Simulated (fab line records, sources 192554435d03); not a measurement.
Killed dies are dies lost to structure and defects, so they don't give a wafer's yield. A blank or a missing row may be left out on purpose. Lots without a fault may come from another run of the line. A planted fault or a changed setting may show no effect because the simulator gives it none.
Which tool did it? | flow n5_finfet | 10 lots, 28 wafers sampled, at 7 steps of a route of 1938

WHAT THE GAUGES READ, wafer by wafer
N5_BEOL_M11_INSPECT_30: inspects for defects (brightfield). Usual: raw_defect_count 420, standard deviation 100.
lot  | measured     | on                | raw_defect_count | flag
L307 | day 12 14:32 | defect_inspect-01 | 499 566 452      |
L303 | day 12 14:34 | defect_inspect-02 | 336 331 428      |
L306 | day 12 17:35 | defect_inspect-01 | 415 630          |
L310 | day 14 03:16 | defect_inspect-01 | 444 481 550      |
L309 | day 14 04:21 | defect_inspect-01 | 272 403 331      |
L312 | day 14 04:31 | defect_inspect-02 | 274 409 295      |
L311 | day 14 04:46 | defect_inspect-01 | 497 413 577      |
L314 | day 15 04:30 | defect_inspect-02 | 564 458          |
L322 | day 17 04:53 | defect_inspect-02 | 475 486 402      |
L323 | day 17 05:20 | defect_inspect-02 | 502 368 506      |

N5_BEOL_M11_OCD_MEAS_38. Usual: trench_depth_nm 147.5 nm, standard deviation 2.9.
lot  | measured     | on     | trench_depth_nm (nm) | flag
L307 | day 12 15:23 | ocd-01 | 146.0 149.9 149.8    |
L303 | day 12 15:51 | ocd-02 | 147.9 149.8 147.2    |
L306 | day 12 18:07 | ocd-02 | 142.0 148.7          |
L310 | day 14 03:47 | ocd-01 | 149.1 149.3 148.8    |
L309 | day 14 04:53 | ocd-02 | 149.1 147.6 149.2    |
L312 | day 14 05:10 | ocd-02 | 142.3 150.2 143.1    |
L311 | day 14 05:30 | ocd-02 | 160.0 145.9 148.1    |
L314 | day 15 05:02 | ocd-02 | 145.1 148.7          |
L322 | day 17 05:39 | ocd-02 | 151.2 148.7 139.0    |
L323 | day 17 06:10 | ocd-01 | 150.7 147.2 150.2    |

N5_BEOL_M11_THK_MEAS_53: measures by xrf. Usual: M11_THK 138 nm, standard deviation 3.3.
lot  | measured     | on            | M11_THK (nm) | flag
L307 | day 12 18:44 | film_metro-02 | 134 139 140  |
L303 | day 12 19:09 | film_metro-01 | 138 139 137  |
L306 | day 12 20:56 | film_metro-02 | 130 139      |
L310 | day 14 06:45 | film_metro-01 | 137 138 138  |
L309 | day 14 07:37 | film_metro-01 | 138 135 137  |
L312 | day 14 08:01 | film_metro-01 | 130 137 132  |
L311 | day 14 08:48 | film_metro-01 | 148 136 137  |
L314 | day 15 08:07 | film_metro-02 | 136 140      |
L322 | day 17 08:16 | film_metro-02 | 140 140 131  |
L323 | day 17 08:46 | film_metro-02 | 142 140 144  |

N5_BEOL_M11_RS_MEAS_57: measures by four-point-probe. Usual: M11_RS 0.153 ohm/sq, standard deviation 0.0039.
lot  | measured     | on            | M11_RS (ohm/sq)   | flag
L307 | day 12 18:52 | film_metro-02 | 0.156 0.150 0.150 |
L303 | day 12 19:16 | film_metro-02 | 0.153 0.150 0.154 |
L306 | day 12 21:04 | film_metro-01 | 0.163 0.151       |
L310 | day 14 06:52 | film_metro-01 | 0.153 0.151 0.151 |
L309 | day 14 07:44 | film_metro-01 | 0.150 0.153 0.151 |
L312 | day 14 08:08 | film_metro-01 | 0.162 0.152 0.159 |
L311 | day 14 08:55 | film_metro-02 | 0.140 0.155 0.153 |
L314 | day 15 08:14 | film_metro-02 | 0.155 0.150       |
L322 | day 17 08:23 | film_metro-01 | 0.149 0.150 0.161 |
L323 | day 17 08:53 | film_metro-01 | 0.149 0.150 0.147 |

WHICH TOOL RAN EACH LOT (tool, then ch and the chambers of the sampled wafers, then the start)
lot  | N5_BEOL_M11_TRENCH_ETCH_37         | N5_BEOL_M11_STRIP_77                          | N5_BEOL_M11_DEGAS_44
L307 | rie_diel-05 ch 0,1,3, day 12 15:13 | rie_diel-05 ch 0,1,3, day 12 15:23 or earlier | pvd_sputter-03, day 12 16:36
L303 | rie_diel-05 ch 1,2,3, day 12 15:40 | rie_diel-05 ch 1,2,3, day 12 15:51 or earlier | pvd_sputter-01, day 12 17:45
L306 | rie_diel-04 ch 0,3, day 12 17:56   | rie_diel-04 ch 0,3, day 12 18:07 or earlier   | pvd_sputter-01, day 12 18:58
L310 | rie_diel-05 ch 1,2, day 14 03:36   | rie_diel-05 ch 1,2, day 14 03:47 or earlier   | pvd_sputter-02, day 14 04:37
L309 | rie_diel-05 ch 0,1, day 14 04:42   | rie_diel-05 ch 0,1, day 14 04:53 or earlier   | pvd_sputter-02, day 14 05:34
L312 | rie_diel-04 ch 0,1, day 14 04:59   | rie_diel-04 ch 0,1, day 14 05:10 or earlier   | pvd_sputter-02, day 14 06:10
L311 | rie_diel-05 ch 0,1, day 14 05:19   | rie_diel-05 ch 0,1, day 14 05:30 or earlier   | pvd_sputter-02, day 14 06:15
L314 | rie_diel-04 ch 1,2, day 15 04:51   | rie_diel-04 ch 1,2, day 15 05:02 or earlier   | pvd_sputter-03, day 15 06:37
L322 | rie_diel-04 ch 0,2,3, day 17 05:28 | rie_diel-04 ch 0,2,3, day 17 05:39 or earlier | pvd_sputter-02, day 17 06:27
L323 | rie_diel-02 ch 1,2,3, day 17 05:58 | rie_diel-02 ch 1,2,3, day 17 06:10 or earlier | pvd_sputter-02, day 17 06:46
- N5_BEOL_M11_TRENCH_ETCH_37: etches SiCOH lowk in C4F6/O2, target depth 148.83 nm, time 48 s.
- N5_BEOL_M11_STRIP_77: strips in N2/H2, time 10 s.
- N5_BEOL_M11_DEGAS_44: time 60 s.

WHAT THE TOOLS THEMSELVES READ (means of the sampled wafers that have a number; where no wafer has one, the mark that the record gives instead)
N5_BEOL_M11_TRENCH_ETCH_37. Usual: drypump_motor_current_A 5.7 A, standard deviation 0.31; oes_f_703_au 0.78 a.u., standard deviation 0.095; oes_product_au 0.79 a.u., standard deviation 0.096; rf_fwd_power_W 341.2 W, standard deviation 1.4; rf_vpp_V 670 V, standard deviation 8.3; showerhead_plenum_p_Torr 2.85 Torr, standard deviation 0.091; throttle_valve_pct 20.89 %, standard deviation 0.21.
lot  | tool        | drypump_motor_current_A (A) | oes_f_703_au (a.u.) | oes_product_au (a.u.) | rf_fwd_power_W (W) | rf_vpp_V (V) | showerhead_plenum_p_Torr (Torr) | throttle_valve_pct (%) | flag
L307 | rie_diel-05 | 5.6                         | 0.80                | 0.82                  | 341.7              | 675          | 2.91                            | 20.86                  |
L303 | rie_diel-05 | 5.8                         | 0.82                | 0.82                  | 342.0              | 667          | 2.91                            | 20.82                  |
L306 | rie_diel-04 | 5.6                         | 0.68                | 0.69                  | 340.6              | 675          | 2.75                            | 21.27                  |
L310 | rie_diel-05 | 5.6                         | 0.77                | 0.74                  | 341.1              | 657          | 2.84                            | 20.77                  |
L309 | rie_diel-05 | 5.2                         | 0.77                | 0.78                  | 342.0              | 668          | 2.86                            | 20.80                  |
L312 | rie_diel-04 | 5.8                         | 0.66                | 0.69                  | 342.1              | 675          | 2.86                            | 21.23                  |
L311 | rie_diel-05 | 5.2                         | 0.81                | 0.75                  | 370.9              | 648          | 2.84                            | 20.86                  | OFF
L314 | rie_diel-04 | 5.8                         | 0.76                | 0.78                  | 341.7              | 667          | 2.87                            | 20.82                  |
L322 | rie_diel-04 | 5.7                         | 0.79                | 0.80                  | 340.3              | 674          | 2.87                            | 21.03                  |
L323 | rie_diel-02 | 5.7                         | 0.83                | 0.85                  | 341.9              | 668          | 2.86                            | 20.79                  |

N5_BEOL_M11_STRIP_77. Usual: drypump_motor_current_A 5.7 A, standard deviation 0.31; n2_flow_sccm 200.0 sccm, standard deviation 0.61; oes_product_au 0.79 a.u., standard deviation 0.094; rf_vpp_V 59.1 V, standard deviation 0.88; showerhead_plenum_p_Torr 2.55 Torr, standard deviation 0.088; throttle_valve_pct 23.62 %, standard deviation 0.22.
lot  | tool        | drypump_motor_current_A (A) | n2_flow_sccm (sccm) | oes_product_au (a.u.) | rf_vpp_V (V) | showerhead_plenum_p_Torr (Torr) | throttle_valve_pct (%) | flag
L307 | rie_diel-05 | 5.6                         | 200.2               | 0.82                  | 59.1         | 2.60                            | 23.54                  |
L303 | rie_diel-05 | 5.7                         | 200.5               | 0.81                  | 60.1         | 2.60                            | 23.52                  |
L306 | rie_diel-04 | 5.6                         | 199.1               | 0.69                  | 58.1         | 2.45                            | 23.86                  |
L310 | rie_diel-05 | 5.6                         | 200.1               | 0.74                  | 59.0         | 2.53                            | 23.35                  |
L309 | rie_diel-05 | 5.2                         | 200.1               | 0.78                  | 59.1         | 2.55                            | 23.44                  |
L312 | rie_diel-04 | 5.8                         | 199.7               | 0.69                  | 58.8         | 2.54                            | 23.85                  |
L311 | rie_diel-05 | 5.2                         | 200.2               | 0.74                  | 58.1         | 2.52                            | 23.39                  |
L314 | rie_diel-04 | 5.8                         | 200.3               | 0.79                  | 58.9         | 2.56                            | 23.67                  |
L322 | rie_diel-04 | 5.7                         | 200.6               | 0.81                  | 59.2         | 2.56                            | 23.75                  |
L323 | rie_diel-02 | 5.7                         | 199.9               | 0.85                  | 59.6         | 2.55                            | 23.56                  |

N5_BEOL_M11_DEGAS_44. Usual: heater_power_w 334 W, standard deviation 30.
lot  | tool           | heater_power_w (W) | flag
L307 | pvd_sputter-03 | 380                |
L303 | pvd_sputter-01 | 295                |
L306 | pvd_sputter-01 | 292                |
L310 | pvd_sputter-02 | 334                |
L309 | pvd_sputter-02 | 334                |
L312 | pvd_sputter-02 | 317                |
L311 | pvd_sputter-02 | 329                |
L314 | pvd_sputter-03 | 326                |
L322 | pvd_sputter-02 | 316                |
L323 | pvd_sputter-02 | 327                |

THE ANSWER, worked out from the rows above alone
Rule: a lot is off if the mean of its wafers that have a number lies more than 3 standard deviations from the usual mean. A lot without any number at a reading at which 4 lots or more have one is off too. The other lots that the step has rows for count as sound. The gauges are gone through in route order, then the tools' own readings, and for those a lot's mean is taken as printed above. The first step at which some lot is off is used, and at that step the reading that is off furthest; a lot without a number counts as furthest.
Off: L311, at N5_BEOL_M11_TRENCH_ETCH_37 (rf_fwd_power_W).
A tool fits if, at that step or a process step before it, it ran every lot that is off, and no sound lot after the first of them. One fits: rie_diel-05 at N5_BEOL_M11_TRENCH_ETCH_37. Its last sound lot is L309 (day 14 04:42), its first lot that is off L311 (day 14 05:19): a fault that began between those two fits.
The tool's own readings at N5_BEOL_M11_TRENCH_ETCH_37 bear it out: on the lots that are off they differ by more than 5 times the standard deviation of the sound lots' means. rf_fwd_power_W reads 370.9 W there against 341.5 W on the sound lots.

WHAT THE SIMULATOR HAD PUT IN
Process parameter drift: rie_diel-05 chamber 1, from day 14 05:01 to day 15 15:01, at N5_BEOL_M11_TRENCH_ETCH_37. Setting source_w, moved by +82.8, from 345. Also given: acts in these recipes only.
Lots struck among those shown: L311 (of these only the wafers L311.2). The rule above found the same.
